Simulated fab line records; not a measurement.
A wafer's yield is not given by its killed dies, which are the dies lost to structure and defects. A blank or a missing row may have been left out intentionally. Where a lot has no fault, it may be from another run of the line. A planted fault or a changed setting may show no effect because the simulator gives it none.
The tool behind it: which one? | flow nand harc | 14 lots, 42 wafers sampled, at 4 steps of a route of 1302

WHAT THE GAUGES SHOWED, per wafer
NHARC_A_ZERO_WELL_INSPECT_17.
lot  | measured     | on                | raw defect count
L372 | day 6 15:54  | defect inspect-01 | 12 9 11
L374 | day 7 10:59  | defect inspect-01 | 12 6 3
L375 | day 8 01:37  | defect inspect-01 | 13 11 8
L377 | day 9 05:10  | defect inspect-02 | 19 5 8
L378 | day 9 07:56  | defect inspect-02 | 21 13 12
L379 | day 10 01:43 | defect inspect-01 | 13 19 20
L380 | day 10 02:52 | defect inspect-02 | 11 12 4
L381 | day 10 08:47 | defect inspect-01 | 9 8 3
L383 | day 11 10:20 | defect inspect-02 | 6 10 22
L390 | day 14 12:25 | defect inspect-02 | 24 10 15
L391 | day 14 17:27 | defect inspect-02 | 22 7 16
L393 | day 15 13:03 | defect inspect-01 | 14 24 17
L394 | day 15 22:36 | defect inspect-01 | 15 5 12
L395 | day 16 10:25 | defect inspect-02 | 4 2 5

NHARC_A_ONON_D1_THK_MEAS_05: measures by ellipsometry.
lot  | measured     | on            | thk nm (nm)
L372 | day 7 12:56  | film metro-02 | 991 991 991
L374 | day 8 08:20  | film metro-01 | 999 1000 1001
L375 | day 8 22:08  | film metro-01 | 1003 1003 1003
L377 | day 10 01:46 | film metro-02 | 991 988 988
L378 | day 10 07:40 | film metro-01 | 996 997 995
L379 | day 11 00:23 | film metro-01 | 990 988 988
L380 | day 11 00:35 | film metro-02 | 998 997 998
L381 | day 11 05:55 | film metro-02 | 1008 1008 1008
L383 | day 12 09:30 | film metro-02 | 1010 1012 1012
L390 | day 15 09:50 | film metro-01 | 999 1002 894
L391 | day 15 14:53 | film metro-01 | 875 980 983
L393 | day 16 09:40 | film metro-02 | 1010 1012 1010
L394 | day 16 23:08 | film metro-01 | 1007 1008 1008
L395 | day 17 10:42 | film metro-01 | 991 993 992

EACH LOT AND THE TOOL THAT RAN IT (in order: tool; ch and the chambers of the sampled wafers; start)
lot  | NHARC_P_BONDPAD_ANNEAL_28        | NHARC_A_ONON_D1_DEP_03
L372 | rtp anneal-02 ch 0, day 6 12:11  | pecvd onon-01 ch 0, day 7 12:29
L374 | rtp anneal-02 ch 0, day 7 07:22  | pecvd onon-01 ch 0, day 8 07:52
L375 | rtp anneal-01 ch 0, day 7 21:58  | pecvd onon-01 ch 0, day 8 21:41
L377 | rtp anneal-02 ch 0, day 9 01:33  | pecvd onon-01 ch 0, day 10 01:18
L378 | rtp anneal-02 ch 0, day 9 04:13  | pecvd onon-04 ch 0, day 10 07:08
L379 | rtp anneal-01 ch 0, day 9 22:10  | pecvd onon-01 ch 0, day 10 23:52
L380 | rtp anneal-01 ch 0, day 9 23:23  | pecvd onon-02 ch 0, day 11 00:08
L381 | rtp anneal-02 ch 0, day 10 05:09 | pecvd onon-02 ch 0, day 11 05:24
L383 | rtp anneal-02 ch 0, day 11 06:11 | pecvd onon-04 ch 0, day 12 08:59
L390 | rtp anneal-02 ch 0, day 14 08:55 | pecvd onon-02 ch 0, day 15 09:23
L391 | rtp anneal-02 ch 0, day 14 13:49 | pecvd onon-02 ch 0, day 15 14:22
L393 | rtp anneal-02 ch 0, day 15 09:28 | pecvd onon-04 ch 0, day 16 09:13
L394 | rtp anneal-02 ch 0, day 15 18:59 | pecvd onon-04 ch 0, day 16 22:41
L395 | rtp anneal-01 ch 0, day 16 06:58 | pecvd onon-04 ch 0, day 17 10:18
- NHARC_P_BONDPAD_ANNEAL_28: time 90 s.
- NHARC_A_ONON_D1_DEP_03: target thk 1000 nm.

AS READ BY THE TOOLS THEMSELVES (means over the sampled wafers that have a number; for cases with no such wafer, the mark the record gives instead)
NHARC_P_BONDPAD_ANNEAL_28.
lot  | tool          | wafer_temp_C_max
L372 | rtp anneal-02 | 226.26
L374 | rtp anneal-02 | 225.99
L375 | rtp anneal-01 | 226.54
L377 | rtp anneal-02 | 226.01
L378 | rtp anneal-02 | 226.23
L379 | rtp anneal-01 | 226.53
L380 | rtp anneal-01 | 226.26
L381 | rtp anneal-02 | 225.98
L383 | rtp anneal-02 | 226.23
L390 | rtp anneal-02 | 225.87
L391 | rtp anneal-02 | 225.99
L393 | rtp anneal-02 | 225.86
L394 | rtp anneal-02 | 225.85
L395 | rtp anneal-01 | 226.63

THE ANSWER, worked out from the rows above alone
Rule: what is usual is taken from the lots themselves. The widest of any qualifying gaps counts: lots, ordered by their means at a reading, are off when they make up no more than a third of the lots, leave a main group of 4 or more, and stand apart from it by 3 or more times the standard deviation of that group's means. The tables above print the reading to a certain number of digits; a main group whose means all agree to those digits is not used. A lot without any number at a reading at which 4 lots or more have one is off too. Any other lot the step has rows for is counted as sound. First the gauges in route order, then the tools' own readings, where a lot's mean is used as printed above. The first step at which some lot is off is used, and at that step the reading that is off furthest; a lot without a number counts as furthest.
No lot is off on any of the readings shown, so nothing can be concluded from this.

WHAT THE SIMULATOR HAD INSERTED
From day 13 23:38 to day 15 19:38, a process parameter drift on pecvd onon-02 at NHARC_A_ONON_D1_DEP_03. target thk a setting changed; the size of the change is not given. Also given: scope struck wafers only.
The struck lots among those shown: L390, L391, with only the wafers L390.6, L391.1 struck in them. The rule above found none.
